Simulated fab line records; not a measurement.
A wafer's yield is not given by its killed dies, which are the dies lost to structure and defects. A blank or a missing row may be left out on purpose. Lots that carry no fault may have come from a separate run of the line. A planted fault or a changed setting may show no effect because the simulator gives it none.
Matching of chambers ; flow nandHarc ; NHARC_A_STAIRCASE_DESCUM_219 on rieDiel-03 has 4 sister chambers
The step chemistry O2, time 3 s. 4 wafers are shown with their chamber, then 9 later ones without.

WAFERS WITH THEIR CHAMBER
wafer;chamber;showerheadPlenumPTorr (Torr)
L088.1;0;1.95
L090.1;3;1.89
L090.2;1;1.85
L090.6;2;1.96

WAFERS WHOSE CHAMBER IS MISSING
wafer;showerheadPlenumPTorr (Torr)
L091.2;1.89
L091.3;1.85
L091.4;1.96
L092.4;1.88
L092.5;1.96
L092.6;1.85
L095.2;1.95
L095.4;1.88
L095.6;1.96

WHICH CHAMBER EACH WENT THROUGH
wafer;from the rows above;in truth
L091.2;3;3
L091.3;1;1
L091.4;2;2
L092.4;3;3
L092.5;2;2
L092.6;1;1
L095.2;0;0
L095.4;3;3
L095.6;2;2
Correct placement for 9 of the 9. Not placeable from these rows: 0. Placed wrongly: 0.
How it was worked out, from the rows above alone: a wafer's distance from a chamber is the root of the sum, over the readings, of the square of ((its reading less the chamber's mean) divided by the reading's scatter). The wafer belongs to the nearest chamber; if the next one is less than 2 further off, it can't be placed. A chamber's mean is the mean of its shown wafers. The scatter: root of mean squared gap, hidden wafer to nearest shown wafer, with one shown wafer a chamber.
